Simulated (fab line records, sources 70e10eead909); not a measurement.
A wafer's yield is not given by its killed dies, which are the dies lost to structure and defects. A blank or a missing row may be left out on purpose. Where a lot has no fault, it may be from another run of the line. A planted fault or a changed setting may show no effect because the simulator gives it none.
fab line records ; flow nand-harc
[record] lots = 6; wafers = 18; last-day = 33
route steps=1302 shown P_CONTACT@249 P_M0@253
lots untouched by any fault: they come from a run of this same line in which no faults occurred
start-h: the number of hours between the record's first day and the start of the first shown wafer of the lot ; wait-h: hours elapsed since this lot's preceding step ; " as in the row above ; L1.1+2: one row covering several wafers at once ; - no value, or no start given ; * or withheld: withheld ; < > ~ a bound
route shown NAME@n: NAME is a module with steps in the file, n the number in the route of the first one ; usual: average and standard deviation across the fault-free wafers ; same: alike in all rows ; chamber/n: place in a boat ; sites: each site's reading ; _std_site: how widely they spread, as a standard deviation ; _edge_site: inner sites' mean taken away from outer sites' mean ; radius-mm: for every site, how far away it sits from the centre of the wafer ; mask NAME#n: copy n ; behind: the last tool/chamber to shape the wafer ; hold: what put the lot on hold/how long, in hours/how the hold closed ; device: transistor that didn't switch, given as n, p or np ; end of line: at the end of the route, the tests of the same wafers ; a step given without rows: its recipe and nothing more ; killed: at the first sort, the dies lost to defects and structure; wafer yield is something else ; map: shows each die of a wafer: x if killed, . if not, _ if none is there
set.NAME: the run value of the setting; set.NAME@STEP: its run value at that earlier step ; model.NAME: the simulator's own value behind a step, which no gauge read
lots seen at some steps along the route; tables by step, rows by wafer
services: from which hour (start-h, from the record's first day; less than 0 if before it) a tool's chamber was out of use, for how many hours, and why
[[steps]]
[step NHARC_P_CONTACT_CMP_24]
[recipe] t-overpolish-s = 30; target-thk-nm = 200
[usual] motor-current-A = 12.4/1.2; overpolish-run-s = 30.000/0.0098; retaining-ring-pressure-frac = 1.001/0.0051; time-to-endpoint-s = 39.8/2.2
lot.wafer;tool;chamber;start-h;wait-h;motor-current-A;overpolish-run-s;retaining-ring-pressure-frac;time-to-endpoint-s
L603.2;cmp-02;0;124.32;0.5;13.9;29.993;1.000;35.4
L603.4;cmp-02;2;124.32;0.5;12.4;29.997;1.004;36.3
L603.6;cmp-02;1;124.32;0.5;13.3;29.999;1.005;36.8
L605.4;cmp-02;0;147.41;0.4;13.5;30.003;1.015;37.3
L605.1;cmp-02;2;147.41;0.4;13.1;29.995;1.003;39.5
L605.5;cmp-02;0;147.41;0.4;13.5;30.008;1.008;39.0
L614.4;cmp-02;1;238.91;0.4;14.3;30.007;1.007;42.2
L614.3;cmp-02;3;238.91;0.4;11.3;30.001;0.996;41.5
L614.6;cmp-02;2;238.91;0.4;12.7;29.992;0.998;39.9
L616.1;cmp-04;3;262.11;0.5;12.3;30.011;0.989;38.8
L616.2;cmp-04;0;262.11;0.5;10.7;30.003;0.996;40.4
L616.5;cmp-04;3;262.11;0.5;12.2;30.007;0.995;37.2
L625.2;cmp-04;1;340.96;0.5;10.9;30.014;0.998;42.9
L625.1;cmp-04;2;340.96;0.5;13.4;30.004;0.996;43.4
L625.5;cmp-04;3;340.96;0.5;12.5;30.004;0.996;41.9
L626.4;cmp-04;3;349.12;0.3;12.3;29.990;1.007;40.4
L626.1;cmp-04;0;349.12;0.3;11.2;29.997;0.999;41.3
L626.6;cmp-04;2;349.12;0.3;13.3;29.992;0.999;41.4
[step NHARC_P_CONTACT_SRD_26]
[step NHARC_P_CONTACT_INSPECT_27]
[usual] raw-defect-count = 291/140
lot.wafer;tool;chamber;start-h;wait-h;raw-defect-count
L603.2;defect-inspect-02;-;124.73;0.1;233
L603.4;defect-inspect-02;-;124.73;0.1;229
L603.6;defect-inspect-02;-;124.73;0.1;212
L605.1;defect-inspect-02;-;147.81;0.1;311
L605.4;defect-inspect-02;-;147.81;0.1;301
L605.5;defect-inspect-02;-;147.81;0.1;321
L614.3;defect-inspect-02;-;239.31;0.1;181
L614.4;defect-inspect-02;-;239.31;0.1;141
L614.6;defect-inspect-02;-;239.31;0.1;193
L616.1;defect-inspect-01;-;262.49;0.1;151
L616.2;defect-inspect-01;-;262.49;0.1;103
L616.5;defect-inspect-01;-;262.49;0.1;160
L625.1;defect-inspect-02;-;341.31;0.1;288
L625.2;defect-inspect-02;-;341.31;0.1;167
L625.5;defect-inspect-02;-;341.31;0.1;453
L626.1;defect-inspect-01;-;349.50;0.1;202
L626.4;defect-inspect-01;-;349.50;0.1;237
L626.6;defect-inspect-01;-;349.50;0.1;142
[step NHARC_P_M0_DEP_00]
[recipe] target-thk-a = 1500; target-thk-nm = 150; temp-c = withheld; pressure-torr = 5; flow-sccm = 200; rf-w = 600; material = SiOC
[step NHARC_P_M0_DEHYDRATE_01]
[recipe] temp-c = 150; time-s = 120
[step NHARC_P_M0_HMDS_02]
[recipe] time-s = 30
[step NHARC_P_M0_COAT_33]
[recipe] temp-c = 200; time-s = 65
[step NHARC_P_M0_COAT_03]
[recipe] spin-rpm = 1500; resist-thk-nm = 90
[step NHARC_P_M0_SOFTBAKE_04]
[recipe] temp-c = 105; time-s = 55
[step NHARC_P_M0_EBR_05]
[step NHARC_P_M0_EXPOSE_06]
[recipe] na = 1.35; target-cd-nm = 90; dose-mj = 81.28; mask-id = P_M0
[step NHARC_P_M0_PEB_07]
[recipe] peb-temp-c = 100; peb-time-s = 65
[usual] heater-power-total-W = 156.6/0.42; plate-temp-C = 100.01/0.12; resist-line-temp-C = 23.01/0.093
lot.wafer;tool;chamber;start-h;wait-h;heater-power-total-W;plate-temp-C;resist-line-temp-C
L603.2;litho-track-01;0;125.55;0.1;156.8;100.07;23.03
L603.4;litho-track-01;0;125.55;0.1;156.9;100.10;23.00
L603.6;litho-track-01;0;125.55;0.1;156.5;100.25;23.02
L605.1;litho-track-06;0;148.63;0.1;157.0;100.22;22.99
L605.4;litho-track-06;0;148.63;0.1;156.0;100.01;23.04
L605.5;litho-track-06;0;148.63;0.1;156.7;100.06;23.06
L614.3;litho-track-06;0;240.19;0.0;146.8;95.71;22.91
L614.4;litho-track-06;0;240.19;0.0;146.8;95.61;23.12
L614.6;litho-track-06;0;240.19;0.0;147.3;95.57;23.05
L616.1;litho-track-06;0;263.19;0.1;146.6;95.55;23.12
L616.2;litho-track-06;0;263.19;0.1;146.8;95.69;22.86
L616.5;litho-track-06;0;263.19;0.1;147.4;95.66;23.04
L625.1;litho-track-04;0;342.01;0.1;156.3;99.81;22.91
L625.2;litho-track-04;0;342.01;0.1;156.8;99.91;23.11
L625.5;litho-track-04;0;342.01;0.1;156.9;100.02;23.06
L626.1;litho-track-06;0;350.32;0.1;156.4;99.90;22.85
L626.4;litho-track-06;0;350.32;0.1;157.1;99.95;23.03
L626.6;litho-track-06;0;350.32;0.1;156.0;100.07;23.20
[step NHARC_P_M0_DEVELOP_08]
[recipe] develop-time-s = 35; dev-temp-c = 23
[[services]]
tool;chamber;start-h;hours;kind
cmp-04;-;113.93;4.0;pm
cmp-04;-;117.93;-;consumable-replace:conditioner
cmp-04;-;117.93;-;consumable-replace:pad
cmp-02;-;119.22;1.0;repair
cmp-04;-;128.10;2.0;repair
cmp-02;-;134.59;4.0;pm
cmp-02;-;138.59;-;consumable-replace:conditioner
cmp-02;-;138.59;-;consumable-replace:pad
cmp-02;-;141.09;0.4;repair
cmp-02;-;142.22;0.7;repair
litho-track-01;-;155.00;7.0;pm
litho-track-06;-;179.00;7.0;pm
cmp-04;-;179.21;2.6;repair
litho-track-04;-;203.00;7.0;pm
cmp-04;-;211.93;4.0;pm
cmp-04;-;215.93;-;consumable-replace:conditioner
cmp-04;-;215.93;-;consumable-replace:pad
cmp-04;-;227.15;3.2;repair
cmp-02;-;232.59;4.0;pm
cmp-02;-;236.59;-;consumable-replace:conditioner
cmp-02;-;285.74;1.3;repair
cmp-04;-;310.06;4.0;pm
cmp-02;-;326.53;19.9;repair
litho-track-01;-;330.00;7.0;pm
[[key]]
[first-sign] step = NHARC_P_M0_PEB_07; reading = plate-temp-C; direction = down; sigmas = 37; usual = *; struck = *
[effect] step = NHARC_P_M0_PEB_07; reading = heater-power-total-W; direction = down; sigmas = 23; usual = *; struck = *
met-at NHARC_P_M0_PEB_07
struck-wafers L614.3,L614.4,L614.6,L616.1,L616.2,L616.5
later-rows-left-out L614.3,L614.4,L614.6,L616.1,L616.2,L616.5
sort-left-out L614.3,L614.4,L614.6,L616.1,L616.2,L616.5
onset-between 148.63 240.19
[fault] kind = process-parameter-drift; tool = litho-track-06; chamber = -; onset-h = 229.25; steps = NHARC_P_M0_PEB_07; channel = peb-temp-c; offset = *; shape = step; end-h = 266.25; acts-in = *; stated = *
// sort-left-out: the simulated sort isn't trusted on such a fault, so these wafers' sort isn't shown, and their yield isn't known
// later-rows-left-out: the simulator's readings of these wafers behind a module that went badly wrong aren't trusted and aren't shown, but for the sort
